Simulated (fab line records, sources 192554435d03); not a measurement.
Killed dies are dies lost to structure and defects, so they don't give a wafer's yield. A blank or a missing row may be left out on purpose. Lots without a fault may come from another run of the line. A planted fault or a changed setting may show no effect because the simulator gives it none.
Chamber matching | flow n5_finfet | N5_HKMG_FIN_DESCUM_17 on rie_diel-05: 4 sister chambers
The step chemistry O2, time 7.9 s. 4 wafers are shown with their chamber, then 8 later ones without.

WAFERS WITH THEIR CHAMBER
wafer  | chamber | showerhead_plenum_p_Torr (Torr)
L086.4 | 0       | 2.11
L094.1 | 3       | 2.06
L094.3 | 1       | 2.05
L095.2 | 2       | 2.18

WAFERS WITHOUT THEIR CHAMBER
wafer  | showerhead_plenum_p_Torr (Torr)
L095.5 | 2.10
L095.6 | 2.05
L096.2 | 2.04
L096.5 | 2.17
L096.6 | 2.05
L097.1 | 2.05
L097.5 | 2.10
L097.6 | 2.04

WHICH CHAMBER EACH WENT THROUGH
wafer  | from the rows above     | in truth
L095.5 | 0                       | 0
L095.6 | can't be placed: 1 or 3 | 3
L096.2 | can't be placed: 1 or 3 | 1
L096.5 | 2                       | 2
L096.6 | can't be placed: 1 or 3 | 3
L097.1 | can't be placed: 1 or 3 | 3
L097.5 | 0                       | 0
L097.6 | can't be placed: 1 or 3 | 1
Placed correctly: 3 of 8. Can't be placed from these rows: 5 (the true chamber is among the candidates in 5). Placed wrongly: 0.
How it was worked out, from the rows above alone: a wafer's distance from a chamber is the root of the sum, over the readings, of the square of ((its reading less the chamber's mean) divided by the reading's scatter). The wafer belongs to the nearest chamber; if the next one is less than 2 further off, it can't be placed. A chamber's mean is the mean of its shown wafers. The scatter: with one shown wafer a chamber, the root of the mean of the squares of how far each hidden wafer lies from its nearest shown one.
